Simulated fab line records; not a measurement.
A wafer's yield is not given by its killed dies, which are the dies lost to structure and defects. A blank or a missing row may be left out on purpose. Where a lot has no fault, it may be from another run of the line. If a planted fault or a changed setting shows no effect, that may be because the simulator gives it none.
Struck lot and sound lot, side by side / flow n5Finfet / 37 steps out of a route of 1938
Sound: these wafers, L469.3, L469.4, L469.6. Struck: wafer L456.2 (left out: L456.6, a lot-mate that was not struck); the cause follows at the end.
At each step with rows: each side's tool, then ch and its chambers, then its first start. Under that, the readings that differ: sound wafers / struck wafers / difference of the means / sigmas: that difference in standard deviations of wafers without a fault.
alike: a reading whose means differ by less than 2 such deviations, as well as words and numbers matching on both sides. not compared: withheld readings; readings where some wafer has no value; bounds like >300 that might hide an equal value; numbers whose values overlap and for which the record gives no deviation.
The two part at a step that has a row with sigmas, a row that says differs or no value, or rows on one side only. Numbers that have no deviation but don't overlap get no sigmas and don't part them. A reading missing from all wafers of one side parts the sides only when that side holds two or more wafers.

first, 9 steps without rows for these wafers: N5_BEOL_M1_ANNEAL_95 (time 240 s); N5_BEOL_M1_SPUTTER_96 (material Cu, target thk 4.5 nm, time 8.29 s); N5_BEOL_M1_ECD_50 (material Cu, target thk 300 nm); N5_BEOL_M1_ANNEAL_51 (time 90 s); N5_BEOL_M1_CMP_52 (polishes, stops on SiOC, t overpolish 6.8 s, target thk 40 nm); N5_BEOL_M1_PRE_CLEAN_60 (time 15 s); N5_BEOL_M1_CO_CAP_55 (material Co, precursor CCTBA/H2, target thk 2 nm, time 102.1 s); N5_BEOL_M1_PRE_CLEAN_56 (time 15 s); N5_BEOL_M1_DEP_57 (deposits SiCN from 3MS/NH3, target thk 8 nm, time 14 s).
N5_BEOL_M2_ILD_DEP_00: deposits SiOC from DEMS/O2, target thk 79 nm, time 15.3 s.
  sound on pecvd-01 ch 0,1, day 12 07:07; struck on pecvd-03 ch 2, day 8 22:23
reading=heaterPowerOuterW (W); sound=331 333 216; struck=191; difference=-102; sigmas=-2
reading=heaterPowerW (W); sound=601 585 424; struck=376; difference=-161; sigmas=-3
reading=throttleValvePct (%); sound=12.5 12.5 11.7; struck=10.9; difference=-1.3; sigmas=-3
reading=model.SiOC_of_BEOL_M2_ILD_DEP_00.thkNm (nm); sound=78 79.2 79.2; struck=70.6; difference=-8.2; sigmas=
  alike: showerheadPlenumPTorr
  not compared: rfFwdPowerW, sinceWetCleanH
N5_BEOL_M2_THK_MEAS_01:
  struck on filmMetro-02, day 8 22:28; sound on filmMetro-02, day 12 07:11
reading=M2_ILD_THK (nm); sound=78.0 79.2 79.2; struck=70.5; difference=-8.3; sigmas=-8
then, 24 steps without rows for these wafers: N5_BEOL_M2_PECVD_72 (deposits SiO2 from TEOS/O2, target thk 16 nm, time 18 s); N5_BEOL_M2_HM_DEP_02 (deposits TiN, target thk 20 nm); N5_BEOL_M2_COAT_61 (time 60 s, resist thk 60 nm); N5_BEOL_M2_COAT_62 (time 60 s, resist thk 12 nm); N5_BEOL_M2_COAT_73 (time 60 s, resist thk 5 nm); N5_BEOL_M2_COAT_05 (resist thk 30 nm); N5_BEOL_M2_EBR_07; N5_BEOL_M2_SOFTBAKE_06 (time 60 s); N5_BEOL_M2_EXPOSE_08 (exposes mask M2); N5_BEOL_M2_PEB_09 (peb time 60 s); N5_BEOL_M2_DEVELOP_10 (develop time 30 s); N5_BEOL_M2_DESCUM_16 (chemistry O2, time 7 s); N5_BEOL_M2_ETCH_74 (etches underlayer in N2/H2, target depth 6.5 nm, time 5.2 s); N5_BEOL_M2_ETCH_63 (etches SiARC in CF4, target depth 15.6 nm, time 26 s); N5_BEOL_M2_ETCH_64 (etches SOC in N2/H2, target depth 75 nm, overetch 22.5 nm, time 121.9 s); N5_BEOL_M2_STRIP_65 (strips in N2/H2); N5_BEOL_M2_STRIP_75 (strips in N2/H2); N5_BEOL_M2_STRIP_66 (strips in CF4); N5_BEOL_M2_HM_OPEN_17 (chemistry Cl2/BCl3, target TiN, target depth 20 nm, overetch 6 nm); N5_BEOL_M2_STRIP_19 (strips in O2); N5_BEOL_M2_COAT_67 (time 60 s, resist thk 60 nm); N5_BEOL_M2_COAT_68 (time 60 s, resist thk 12 nm); N5_BEOL_M2_COAT_76 (time 60 s, resist thk 5 nm); N5_BEOL_M2_COAT_22 (resist thk 30 nm).
N5_BEOL_M2_CMP_52: polishes, stops on SiOC, t overpolish 6.8 s, target thk 40 nm.
  sound on cmp-04 ch 0,2,3, day 12 17:13; struck on cmp-04 ch 0, day 9 08:29
reading=model.SiOC_of_BEOL_M2_ILD_DEP_00.thkNm (nm); sound=75 76.2 76.2; struck=67.6; difference=-8.2; sigmas=
  alike: motorCurrentA
N5_BEOL_M4_RC_MEAS_101:
  sound on prober-02 ch 0, day 13 09:04; struck on prober-02 ch 0, day 10 10:51
  alike: DIBL_N, DIBL_P, IOFF_N, IOFF_P, ION_N, ION_P, SS_N, SS_P, VT_N, VT_P

## WHERE THEY PART
First at N5_BEOL_M2_ILD_DEP_00; last, within this record, at N5_BEOL_M2_THK_MEAS_01. Later steps at which nothing parts them and some readings are alike: N5_BEOL_M2_CMP_52, N5_BEOL_M4_RC_MEAS_101.

WHY: what had been put in by the simulator
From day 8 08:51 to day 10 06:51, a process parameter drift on pecvd-03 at N5_BEOL_M2_ILD_DEP_00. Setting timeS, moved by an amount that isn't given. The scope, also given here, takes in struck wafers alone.
